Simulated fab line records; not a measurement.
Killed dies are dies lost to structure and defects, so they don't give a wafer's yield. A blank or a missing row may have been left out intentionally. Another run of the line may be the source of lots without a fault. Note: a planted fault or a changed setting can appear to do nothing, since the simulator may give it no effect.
What tool caused it? | flow n5Finfet | 11 lots, 33 wafers sampled, at 1 step of a route of 1938

== WHAT EACH GAUGE READ, for each wafer ==
N5_PASSIVATION_OVL_MEAS_60.
lot  | measured     | on         | TV_OVL (nm)
L824 | day 11 14:02 | overlay-02 | 12 14 18
L828 | day 12 17:41 | overlay-01 | 3 13 6
L825 | day 13 03:21 | overlay-01 | 2 9 3
L830 | day 13 12:28 | overlay-01 | 14 3 11
L832 | day 14 15:43 | overlay-01 | -14 -3 2
L834 | day 14 17:05 | overlay-01 | -1 -2 6
L833 | day 14 21:38 | overlay-01 | 6 2 -2
L836 | day 15 02:20 | overlay-02 | 6 17 19
L840 | day 16 07:27 | overlay-01 | -5 4 -5
L846 | day 17 21:37 | overlay-01 | -10 -5 -4
L847 | day 18 09:25 | overlay-01 | 9 -11 -3

== TOOL THAT RAN EACH LOT (tool first, then ch and the chambers of the sampled wafers, then the start) ==
The record holds no process step before these readings.

== WHAT THE TOOLS THEMSELVES READ (means of the sampled wafers that have a number; where no wafer has one, the mark that the record gives instead) ==
The record holds no such reading with a usual standard deviation.

== THE ANSWER, worked out from the rows above alone ==
Rule: the lots themselves supply what counts as usual. Put in order of their means at a reading, lots are off if they are a third of the lots or fewer, leave a main group of 4 or more, and stand apart from it by a gap of 3 or more times the standard deviation of the main group's means; of several such gaps the widest counts. A main group is skipped when, at the precision printed for the reading in the tables above, its means are all equal. A lot without any number at a reading at which 4 lots or more have one is off too. Where the step has rows for the other lots, those lots are counted as sound. After the gauges, taken in route order, come the tools' own readings; for these a lot's mean is taken, as printed above. At the first step where some lot is off, the reading lying furthest off is the one used; lots without a number count as furthest.
No lot is off on any of the readings shown, so nothing can be concluded from this.

== WHAT THE SIMULATOR PUT IN ==
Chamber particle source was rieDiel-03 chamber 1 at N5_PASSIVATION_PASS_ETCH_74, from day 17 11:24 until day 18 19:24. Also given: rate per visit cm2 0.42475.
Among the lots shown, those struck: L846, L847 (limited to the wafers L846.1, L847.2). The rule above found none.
